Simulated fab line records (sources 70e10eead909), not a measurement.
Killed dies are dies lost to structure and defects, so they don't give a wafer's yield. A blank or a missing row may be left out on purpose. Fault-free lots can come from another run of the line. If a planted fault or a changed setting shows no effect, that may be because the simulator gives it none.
fab line records	flow nand_harc
record: lots: 13	wafers: 39	last_day: 33
route steps=1302 shown A_CONTACT@1102 THIN_TSV@1268 END@1302
lots untouched by any fault: they come from a run of this same line in which no faults occurred
start_h: the number of hours between the record's first day and the start of the first shown wafer of the lot	wait_h: time in hours since the lot's previous step	" repeats the value in the row above	L1.1+2: one row covering several wafers at once	- no value present, or no start provided	* or withheld: withheld	< > ~ a bound
route shown NAME@n: names a module that has steps shown in the file, with the first one's number in the route	usual: the fault-free wafers' mean and standard deviation	same: alike in all rows	chamber/n: place in a boat	sites: each site's reading	_std_site: the standard deviation of these	_edge_site: outer sites' mean less inner sites'	radius_mm: for every site, how far away it sits from the centre of the wafer	mask NAME#n: copy n	behind: the last tool/chamber to shape the wafer	hold: why the lot went on hold/how many hours it stayed there/how the hold came to an end	device: names the non-switching transistor (n, p or np)	end of line: the route-end tests of the same wafers	step lacking rows: just its recipe	killed: the dies lost at the first sort to structure and to defects; this is not the yield of the wafer	map: a wafer's dies, marking killed ones x, the rest . and places with no die _
set.NAME: setting as actually run; set.NAME@STEP: the setting as run at that earlier step	model.NAME: the simulator's own value behind a step, which no gauge read
one table for each step of the route and one row for each wafer, over a sample of lots
services: the hour from which a tool's chamber was out of use, counted from the record's first day as start_h (under 0 if before that day), plus the number of hours and why
== steps ==
step: NHARC_A_CONTACT_CVD_19
recipe: target_thk_a: 3000	temp_c: 300	pressure_torr: 40	wf6_flow_sccm: 40	h2_flow_sccm: 1600	ar_flow_sccm: 1560	time_s: 802	material: W
usual: heater_power_w: 457/38	mfc_ar_sccm: 1559/4.8	throttle_valve_pct: 8.06/0.24
same: time_s: 802
lot.wafer	tool	chamber	start_h	wait_h	heater_power_w	mfc_ar_sccm	throttle_valve_pct
L535.3	cvd_w-01	0	507.71	-	439	1573	8.52
L535.5	"	1	"	"	527	1558	7.88
L535.6	"	0	"	"	437	1560	8.57
L539.2	cvd_w-02	0	535.27	-	407	1554	7.95
L539.4	"	1	"	"	464	1557	7.99
L539.6	"	0	"	"	408	1557	7.98
L540.1	cvd_w-02	1	560.85	-	461	1557	7.96
L540.2	"	0	"	"	417	1556	8.24
L540.6	"	1	"	"	456	1567	7.86
L542.4	cvd_w-02	0	580.18	-	411	1556	8.11
L542.6	"	0	"	"	413	1567	8.19
L542.5	"	1	"	"	447	1565	7.65
L541.2	cvd_w-02	1	581.28	-	463	1562	7.79
L541.3	"	0	"	"	421	1558	8.30
L541.5	"	0	"	"	412	1560	8.14
L543.2	cvd_w-01	0	596.84	-	437	1558	8.35
L543.4	"	1	"	"	509	1559	8.00
L543.6	"	1	"	"	506	1558	8.15
L551.2	cvd_w-02	1	672.43	-	464	1563	7.78
L551.1	"	0	"	"	420	1563	8.14
L551.5	"	0	"	"	416	1555	8.12
L552.2	cvd_w-01	1	674.54	-	516	1558	7.93
L552.1	"	0	"	"	448	1570	8.17
L552.3	"	0	"	"	436	1560	8.01
L554.1	cvd_w-01	1	704.64	-	510	1563	8.30
L554.3	"	1	"	"	514	1561	7.95
L554.5	"	1	"	"	507	1560	8.17
L553.2	cvd_w-02	0	708.48	-	405	1551	8.18
L553.4	"	1	"	"	477	1561	7.62
L553.6	"	1	"	"	488	1548	7.59
L556.2	cvd_w-02	1	724.38	-	476	1554	7.79
L556.3	"	0	"	"	398	1563	8.40
L556.6	"	1	"	"	476	1559	7.90
L557.1	cvd_w-02	1	725.72	-	482	1564	7.57
L557.2	"	0	"	"	404	1563	8.15
L557.4	"	1	"	"	461	1564	7.57
L558.4	cvd_w-02	1	737.92	-	487	1553	7.84
L558.6	"	1	"	"	480	1560	7.77
L558.5	"	0	"	"	405	1551	8.02
step: NHARC_THIN_TSV_ETCHBACK_48
recipe: target_depth_a: 10285	over_etch_frac: 0.3	time_s: 405.17	ion_energy_ev: 250	c4f8_flow_sccm: withheld	ar_flow_sccm: withheld	rf_w: 600	bias_w: 300	chemistry: C4F8/Ar
usual: oes_product_au: 0.933/0.024	rf_vpp_V: 548/3.4
lot.wafer	tool	chamber	start_h	wait_h	oes_product_au	rf_hours_counter_h	rf_vpp_V
L535.3	rie_diel-11	1	536.23	-	0.935	5.8	547
L535.5	"	1	"	"	0.932	-	547
L535.6	"	2	"	"	0.923	-	545
L539.2	rie_diel-07	3	572.45	-	0.913	5.0	544
L539.4	"	1	"	"	0.918	4.8	550
L539.6	"	2	"	"	0.923	-	539
L540.2	rie_diel-09	3	592.79	-	0.917	4.1	552
L540.1	"	0	"	"	0.919	4.1	547
L540.6	"	3	"	"	0.911	-	552
L542.4	rie_diel-09	3	611.59	-	0.924	5.3	552
L542.5	"	3	"	"	0.929	-	552
L542.6	"	0	"	"	0.910	-	546
L541.2	rie_diel-07	0	612.98	-	0.992	6.4	545
L541.3	"	1	"	"	0.917	7.2	550
L541.5	"	3	"	"	0.921	-	545
L543.2	rie_diel-07	0	628.95	-	0.936	7.0	545
L543.4	"	1	"	"	0.917	7.6	551
L543.6	"	0	"	"	0.936	-	544
L552.2	rie_diel-11	1	705.28	-	0.924	5.4	548
L552.3	"	2	"	"	0.938	5.1	545
L552.1	"	3	"	"	0.911	4.0	548
L551.2	rie_diel-11	3	706.41	-	0.913	4.1	548
L551.1	"	0	"	"	0.923	4.9	542
L551.5	"	1	"	"	0.919	-	547
L554.1	rie_diel-09	0	735.89	-	0.913	1.9	547
L554.3	"	1	"	"	0.923	1.8	552
L554.5	"	0	"	"	0.921	-	547
L553.2	rie_diel-11	1	748.86	-	0.923	8.4	546
L553.4	"	2	"	"	0.942	8.3	546
L553.6	"	1	"	"	0.925	-	545
L557.1	rie_diel-09	2	758.15	-	0.936	3.6	553
L557.2	"	3	"	"	0.902	3.7	551
L557.4	"	0	"	"	0.924	-	548
L556.2	rie_diel-11	1	759.05	-	0.926	9.6	547
L556.3	"	2	"	"	0.934	9.3	546
L556.6	"	2	"	"	0.931	-	545
L558.4	rie_diel-09	1	769.39	-	0.927	2.6	549
L558.6	"	0	"	"	0.916	-	548
L558.5	"	1	"	"	0.925	-	550
step: NHARC_THIN_TSV_PVD_51
recipe: target_thk_a: 1000	chamber_pressure_pa: 5	material: Cu
usual: throttle_valve_pct: 30.1/0.98
lot.wafer	tool	chamber	start_h	wait_h	throttle_valve_pct
L535.3	pvd_sputter-01	-	-	-	30.6
L535.5	"	-	"	"	30.4
L535.6	"	-	"	"	29.5
L539.2	pvd_sputter-02	-	-	-	28.6
L539.4	"	-	"	"	29.7
L539.6	"	-	"	"	31.1
L540.2	pvd_sputter-03	-	-	-	28.6
L540.1	"	-	"	"	30.9
L540.6	"	-	"	"	28.3
L542.4	pvd_sputter-02	-	-	-	30.0
L542.6	"	-	"	"	29.9
L542.5	"	-	"	"	28.9
L541.2	pvd_sputter-01	-	-	-	30.4
L541.3	"	-	"	"	29.1
L541.5	"	-	"	"	31.0
L543.2	pvd_sputter-02	-	-	-	28.4
L543.4	"	-	"	"	31.2
L543.6	"	-	"	"	28.4
L552.1	pvd_sputter-01	-	-	-	30.7
L552.2	"	-	"	"	31.1
L552.3	"	-	"	"	29.1
L551.2	pvd_sputter-02	-	-	-	31.2
L551.1	"	-	"	"	30.1
L551.5	"	-	"	"	31.6
L554.3	pvd_sputter-01	-	-	-	31.3
L554.1	"	-	"	"	29.2
L554.5	"	-	"	"	30.6
L553.4	pvd_sputter-02	-	-	-	28.9
L553.2	"	-	"	"	30.2
L553.6	"	-	"	"	29.2
L557.2	pvd_sputter-01	-	-	-	31.1
L557.1	"	-	"	"	29.1
L557.4	"	-	"	"	30.5
L556.3	pvd_sputter-02	-	-	-	30.0
L556.2	"	-	"	"	31.6
L556.6	"	-	"	"	29.3
L558.4	pvd_sputter-02	-	-	-	30.1
L558.5	"	-	"	"	29.1
L558.6	"	-	"	"	30.2
step: NHARC_THIN_TSV_CD_MEAS_37
usual: cd_nm: 5001/3.5
lot.wafer	tool	chamber	start_h	wait_h	cd_nm
L535.3	cd_sem-02	-	541.36	-	4999
L535.5	"	-	"	"	4996
L535.6	"	-	"	"	5000
L539.2	cd_sem-03	-	577.52	-	5004
L539.4	"	-	"	"	5003
L539.6	"	-	"	"	5004
L540.1	cd_sem-01	-	597.86	-	5004
L540.2	"	-	"	"	5007
L540.6	"	-	"	"	5005
L542.4	cd_sem-03	-	616.76	-	5002
L542.5	"	-	"	"	5001
L542.6	"	-	"	"	5003
L541.2	cd_sem-03	-	618.03	-	5004
L541.3	"	-	"	"	5003
L541.5	"	-	"	"	5000
L543.2	cd_sem-03	-	634.05	-	4994
L543.4	"	-	"	"	5000
L543.6	"	-	"	"	4996
L552.1	cd_sem-02	-	710.25	-	5003
L552.2	"	-	"	"	5006
L552.3	"	-	"	"	5002
L551.1	cd_sem-02	-	711.43	-	5001
L551.2	"	-	"	"	5003
L551.5	"	-	"	"	5006
L554.1	cd_sem-02	-	740.88	-	5001
L554.3	"	-	"	"	4997
L554.5	"	-	"	"	5000
L553.2	cd_sem-01	-	753.79	-	5002
L553.4	"	-	"	"	4999
L553.6	"	-	"	"	5002
L557.1	cd_sem-02	-	763.35	-	5000
L557.2	"	-	"	"	4999
L557.4	"	-	"	"	5004
L556.2	cd_sem-02	-	764.03	-	4994
L556.3	"	-	"	"	5000
L556.6	"	-	"	"	4994
L558.4	cd_sem-01	-	775.02	-	5002
L558.5	"	-	"	"	5000
L558.6	"	-	"	"	5002
step: NHARC_END_SORT_01
recipe: temp_c: 25
usual: killed_at_array: 52/19	killed_at_other: 1.0/1.2	killed_at_periphery: 4.1/2.8	killed_dies: 57/19	killed_open: 3.1/1.7	killed_short: 2.5/1.5
same: gross_dies: 677
lot.wafer	tool	chamber	start_h	wait_h	killed_at_array	killed_at_other	killed_at_periphery	killed_dies	killed_open	killed_short
L541.2	prober-02	0	625.15	2.8	112	1	6	119	2	5
L541.3	prober-02	0	625.96	3.1	163	1	0	164	4	0
L541.5	prober-02	0	627.57	3.7	160	0	3	163	5	0
L542.4	prober-01	0	626.71	3.4	149	2	2	153	5	2
L542.5	prober-01	0	627.51	3.7	134	0	0	134	2	1
L542.6	prober-01	0	628.31	4.0	140	0	2	142	1	1
L543.2	prober-01	0	643.79	2.8	27	0	6	33	1	1
L543.4	prober-01	0	645.39	3.4	36	0	13	49	8	5
L543.6	prober-01	0	647.00	4.0	35	1	10	46	2	2
L553.2	prober-01	0	762.10	2.8	26	0	0	26	2	1
L553.4	prober-01	0	763.69	3.4	38	0	2	40	5	2
L553.6	prober-01	0	765.27	4.0	32	1	2	35	5	3
killed by level:class
L541.2 A_CONTACT:unspecified=59 A_CHANNEL_HOLE_D1:chamber_film_flake=33 A_CONTACT:chamber_film_flake=7 A_CHANNEL_HOLE_D2:chamber_film_flake=5 P_GATE:geometric_particle:short=2 A_STAIRCASE:chamber_film_flake=2 P_M0:geometric_particle:open=1 P_M2:geometric_particle:short=1
L541.3 A_CONTACT:unspecified=108 A_CHANNEL_HOLE_D1:chamber_film_flake=34 A_CHANNEL_HOLE_D2:chamber_film_flake=9 A_CONTACT:chamber_film_flake=4 A_STAIRCASE:chamber_film_flake=2 A_DECK1_JOINT:geometric_particle:open=1 A_CHANNEL_HOLE_D2:geometric_particle:open=1 A_CHANNEL_FILL_D2:geometric_particle:open=1
L542.4 A_CONTACT:unspecified=103 A_CHANNEL_HOLE_D2:chamber_film_flake=20 A_SLIT:chamber_film_flake=11 A_STAIRCASE:chamber_film_flake=3 A_CHANNEL_HOLE_D1:chamber_film_flake=2 THIN_TSV:chamber_film_flake=2 A_WL_FILL:chamber_film_flake=2 P_CONTACT:geometric_particle:open=1
L542.5 A_CONTACT:unspecified=60 A_CHANNEL_HOLE_D2:chamber_film_flake=38 A_SLIT:chamber_film_flake=20 A_CHANNEL_HOLE_D1:chamber_film_flake=3 A_STAIRCASE:chamber_film_flake=3 A_WL_FILL:chamber_film_flake=2 A_CONTACT:chamber_film_flake=2 A_CHANNEL_FILL_D1:geometric_particle:open=1
L541.5 A_CONTACT:unspecified=99 A_CHANNEL_HOLE_D1:chamber_film_flake=30 A_CHANNEL_HOLE_D2:chamber_film_flake=15 A_CONTACT:chamber_film_flake=10 A_M0:geometric_particle:open=2 P_GATE:geometric_particle:open=1 P_CONTACT:geometric_particle:open=1 A_CHANNEL_HOLE_D1:geometric_particle:open=1
L542.6 A_CONTACT:unspecified=93 A_CHANNEL_HOLE_D2:chamber_film_flake=17 A_SLIT:chamber_film_flake=12 A_STAIRCASE:chamber_film_flake=8 A_CONTACT:chamber_film_flake=3 P_GATE:chamber_film_flake=2 A_CHANNEL_FILL_D1:chamber_film_flake=2 A_WL_FILL:chamber_film_flake=2
L543.2 A_CHANNEL_HOLE_D2:chamber_film_flake=7 A_CONTACT:chamber_film_flake=7 P_ZERO_WELL:chamber_film_flake=3 A_CHANNEL_HOLE_D1:chamber_film_flake=3 A_WL_FILL:chamber_film_flake=3 A_SGD_CUT:chamber_film_flake=2 A_CHANNEL_FILL_D2:geometric_particle:open=1 A_WL_FILL:geometric_particle:short=1
L543.4 A_CHANNEL_HOLE_D2:chamber_film_flake=8 A_CHANNEL_HOLE_D1:chamber_film_flake=5 P_GATE:chamber_film_flake=4 P_BONDPAD:chamber_film_flake=4 A_CHANNEL_FILL_D2:chamber_film_flake=4 A_CHANNEL_FILL_D2:geometric_particle:short=3 A_CONTACT:chamber_film_flake=3 A_ONON_D1:geometric_particle:open=2
L543.6 A_CONTACT:chamber_film_flake=10 A_CHANNEL_HOLE_D1:chamber_film_flake=6 A_CHANNEL_HOLE_D2:chamber_film_flake=6 P_GATE:chamber_film_flake=4 P_BONDPAD:chamber_film_flake=4 A_SGD_CUT:chamber_film_flake=3 P_ZERO_WELL:chamber_film_flake=2 A_ZERO_WELL:chamber_film_flake=2
L553.2 A_SLIT:chamber_film_flake=11 A_CONTACT:chamber_film_flake=6 A_CHANNEL_HOLE_D1:chamber_film_flake=3 A_SGD_CUT:chamber_film_flake=2 A_CHANNEL_FILL_D1:geometric_particle:short=1 A_DECK1_JOINT:geometric_particle:open=1 A_CHANNEL_FILL_D2:geometric_particle:open=1 A_CHANNEL_HOLE_D2:chamber_film_flake=1
L553.4 A_SLIT:chamber_film_flake=10 A_CONTACT:chamber_film_flake=8 A_CHANNEL_HOLE_D1:chamber_film_flake=6 A_STAIRCASE:chamber_film_flake=5 A_CHANNEL_FILL_D1:chamber_film_flake=3 P_GATE:geometric_particle:open=1 P_M0:geometric_particle:open=1 A_ONON_D1:geometric_particle:open=1
L553.6 A_CONTACT:chamber_film_flake=9 A_CHANNEL_HOLE_D1:chamber_film_flake=8 A_SLIT:chamber_film_flake=5 A_M1:geometric_particle:open=2 P_GATE:geometric_particle:open=1 A_ONON_D1:geometric_particle:short=1 A_CHANNEL_HOLE_D1:geometric_particle:open=1 A_CHANNEL_FILL_D1:geometric_particle:open=1
== services ==
tool	chamber	start_h	hours	kind
rie_diel-09	-	497.13	9.0	pm
cvd_w-02	-	500.14	13.0	pm
cvd_w-02	-	530.18	1.0	repair
rie_diel-11	3	552.48	1.9	repair
pvd_sputter-01	-	563.13	6.5	repair
rie_diel-11	2	567.52	9.8	repair
rie_diel-11	2	585.89	5.8	repair
rie_diel-09	0	598.93	6.7	repair
pvd_sputter-02	-	600.29	7.4	repair
pvd_sputter-01	-	603.30	0.6	repair
rie_diel-11	-	609.56	9.0	pm
pvd_sputter-01	-	631.36	3.2	repair
cvd_w-02	-	643.50	1.4	repair
pvd_sputter-02	-	644.25	4.9	repair
cvd_w-02	-	647.78	0.8	repair
rie_diel-11	3	651.71	1.2	repair
cvd_w-02	-	652.02	1.5	repair
rie_diel-09	-	674.13	9.0	pm
cvd_w-02	-	681.14	13.0	pm
rie_diel-11	3	716.29	14.6	repair
rie_diel-09	2	738.39	4.5	repair
rie_diel-09	1	752.81	3.5	repair
rie_diel-09	1	757.83	4.5	repair
cvd_w-02	1	758.71	18.5	repair
== key ==
first_sign: step: NHARC_END_SORT_01	reading: killed_at_array	direction: up	sigmas: 4.8	usual: 52	struck: 143
effect: step: NHARC_END_SORT_01	reading: killed_dies	direction: up	sigmas: 4.7	usual: 57	struck: 146
more_kills_born_at: NHARC_A_CONTACT_CVD_19@cvd_w-02: 522
met_at NHARC_A_CONTACT_CVD_19
struck_lots L541,L542
tester_left_out L541,L542
not_acting_at NHARC_THIN_TSV_ETCHBACK_48,NHARC_THIN_TSV_PVD_51,NHARC_THIN_TSV_CD_MEAS_37
fault: kind: chamber_particle_source	tool: cvd_w-02	chamber: -	onset_h: 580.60	steps: NHARC_A_CONTACT_CVD_19	rate_per_visit_cm2: 2.2193	end_h: 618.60
tester_left_out: of these lots the tester's yield and bins aren't shown, on N5 and GAA mostly nor the transistor test; their killed dies are dies lost to structure and defects alone, not to doping, threshold or leakage, so they don't give the yield
